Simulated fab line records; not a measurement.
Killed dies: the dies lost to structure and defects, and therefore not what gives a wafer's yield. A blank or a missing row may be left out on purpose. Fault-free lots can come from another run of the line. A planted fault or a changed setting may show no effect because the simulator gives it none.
Which tool was responsible?    flow nand_harc    14 lots with 42 wafers sampled at 2 steps, on a route of 1302 steps

## WHAT THE GAUGES READ, wafer by wafer
NHARC_A_ONON_D2_THK_MEAS_24: measures by ellipsometry. Usual: thk_nm at 1002 nm, with a standard deviation of 10.
lot   measured      on             thk_nm (nm)     flag
L629  day 12 19:45  film_metro-02  1001 1003 1001  
L631  day 13 07:36  film_metro-01  1006 1006 1005  
L633  day 14 04:44  film_metro-02  1018 1017 1016  
L632  day 14 04:44  film_metro-01  998 997 998     
L634  day 15 00:29  film_metro-01  988 987 987     
L635  day 15 06:12  film_metro-02  1003 1001 1001  
L637  day 16 12:53  film_metro-01  1008 1009 1009  
L639  day 17 15:43  film_metro-02  1002 1001 1001  
L641  day 17 20:10  film_metro-01  1013 1011 1012  
L648  day 21 05:46  film_metro-01  1011 1010 1013  
L649  day 21 21:45  film_metro-02  1009 1010 1009  
L650  day 21 21:45  film_metro-01  1001 1000 999   
L652  day 22 10:48  film_metro-01  995 996 995     
L651  day 22 10:48  film_metro-02  985 986 987     

## EACH LOT AND THE TOOL THAT RAN IT (in order: tool; ch and the chambers of the sampled wafers; start)
lot   NHARC_A_DECK1_JOINT_CMP_02
L629  cmp-01 ch 0,3, day 12 05:15
L631  cmp-01 ch 0,2,3, day 12 19:12
L633  cmp-02 ch 0,1,3, day 13 16:19
L632  cmp-03 ch 1,3, day 13 16:21
L634  cmp-02 ch 0,1,2, day 14 12:18
L635  cmp-03 ch 2,3, day 14 17:46
L637  cmp-01 ch 0,2,3, day 15 23:56
L639  cmp-02 ch 0,1,2, day 16 16:28
L641  cmp-03 ch 0,1, day 17 06:46
L648  cmp-03 ch 0,2,3, day 20 17:27
L649  cmp-02 ch 0,1,3, day 21 08:25
L650  cmp-03 ch 0,1,2, day 21 08:25
L652  cmp-01 ch 0,2,3, day 21 22:04
L651  cmp-03 ch 0,1,3, day 21 22:04
- NHARC_A_DECK1_JOINT_CMP_02: polishes SiOx.

## WHAT THE TOOLS THEMSELVES READ (means of the sampled wafers that have a number; where no wafer has one, the mark that the record gives instead)
NHARC_A_DECK1_JOINT_CMP_02. Usual: motor_current_A 11.8 A, standard deviation 0.62; slurry_flow_ml_min 150.0, standard deviation 0.46.
lot   tool    motor_current_A (A)  slurry_flow_ml_min  flag
L629  cmp-01  11.8                 149.9               
L631  cmp-01  11.6                 150.1               
L633  cmp-02  12.3                 150.2               
L632  cmp-03  11.4                 149.6               
L634  cmp-02  12.3                 150.0               
L635  cmp-03  11.4                 150.0               
L637  cmp-01  11.6                 149.5               
L639  cmp-02  12.2                 150.1               
L641  cmp-03  12.1                 149.7               
L648  cmp-03  11.5                 149.9               
L649  cmp-02  12.6                 149.9               
L650  cmp-03  12.1                 150.2               
L652  cmp-01  11.5                 150.1               
L651  cmp-03  11.8                 149.7               

## THE ANSWER, worked out from the rows above alone
Rule: take the mean of a lot's wafers that have a number; if it is more than 3 standard deviations from the usual mean, the lot is off. Also off: a lot with no number at a reading for which 4 or more lots have one. All remaining lots with rows at the step are treated as sound. After the gauges, taken in route order, come the tools' own readings; for these a lot's mean is taken, as printed above. At the first step where some lot is off, the reading lying furthest off is the one used; lots without a number count as furthest.
Across all readings shown, no lot is off: no conclusion can be drawn from this.

## WHAT THE SIMULATOR HAD PUT IN
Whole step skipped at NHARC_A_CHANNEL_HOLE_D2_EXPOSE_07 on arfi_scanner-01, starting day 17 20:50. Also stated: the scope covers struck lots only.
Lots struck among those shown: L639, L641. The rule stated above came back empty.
